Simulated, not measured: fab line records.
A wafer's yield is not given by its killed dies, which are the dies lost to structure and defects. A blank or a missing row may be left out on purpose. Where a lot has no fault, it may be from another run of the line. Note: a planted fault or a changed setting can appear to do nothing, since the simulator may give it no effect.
2 desks, one fault / flow nand_harc / what lay behind the numbers comes last; until then each desk has only its own

THE METROLOGY DESK
What the gauges read, lot by lot, whatever tool the lot ran on: means of the sampled wafers that have a number. A lot is out of limits, marked OUT, if its mean lies more than 4 standard deviations from the usual mean; the brackets give that distance.
Columns: A = overlay_x_nm at NHARC_P_CONTACT_OVL_MEAS_13, usual 0.0 nm; B = overlay_y_nm at NHARC_P_CONTACT_OVL_MEAS_13, usual 0.0 nm
lot=L170; first seen here=day 6 17:09; A=-0.8; B=0.1
lot=L171; first seen here=day 6 21:09; A=0.3; B=-0.1
lot=L172; first seen here=day 7 10:26; A=0.9; B=-1.2
lot=L173; first seen here=day 8 04:29; A=1.0; B=0.4
lot=L174; first seen here=day 8 06:31; A=0.8; B=-0.4
lot=L175; first seen here=day 8 17:53; A=0.0; B=0.5
lot=L177; first seen here=day 9 14:59; A=1.1; B=1.3
lot=L178; first seen here=day 10 00:17; A=-0.3; B=0.0
lot=L179; first seen here=day 10 14:35; A=-0.1; B=0.0
lot=L182; first seen here=day 11 21:44; A=-0.3; B=1.1
lot=L190; first seen here=day 15 04:09; A=-1.6; B=-1.2
lot=L191; first seen here=day 15 17:33; A=-1.3; B=-0.4
This desk's verdict: no lot among the 12 shows anything out of limits.

DESK OF THE TOOL OWNER: ald_metal-04
The tool's own readings at NHARC_P_CONTACT_ALD_22 (deposits TiN, target thk 3 nm, pulse time 1 s, ald cycles 150): means of the sampled wafers that have a number, for each lot that ran on this tool. A lot is out of limits, marked OUT, if its mean lies more than 4 standard deviations from the usual mean; the brackets give that distance.
Columns: A = heater_power_w at NHARC_P_CONTACT_ALD_22, usual 1065 W; B = precursor_pulse_height_rel at NHARC_P_CONTACT_ALD_22, usual 0.997
lot=L173; first seen here=day 8 06:34; A=952; B=1.010
lot=L177; first seen here=day 9 17:03; A=995; B=1.012
lot=L178; first seen here=day 10 02:16; A=1032; B=0.996
lot=L179; first seen here=day 10 16:33; A=991; B=0.980
lot=L182; first seen here=day 11 23:40; A=1056; B=0.994
This desk's verdict: no lot among the 5 shows anything out of limits.

PUT TOGETHER
Nothing out of limits was seen by the metrology desk.
The tool owner's desk saw nothing out of limits.

WHAT HAD BEEN PUT IN BY THE SIMULATOR
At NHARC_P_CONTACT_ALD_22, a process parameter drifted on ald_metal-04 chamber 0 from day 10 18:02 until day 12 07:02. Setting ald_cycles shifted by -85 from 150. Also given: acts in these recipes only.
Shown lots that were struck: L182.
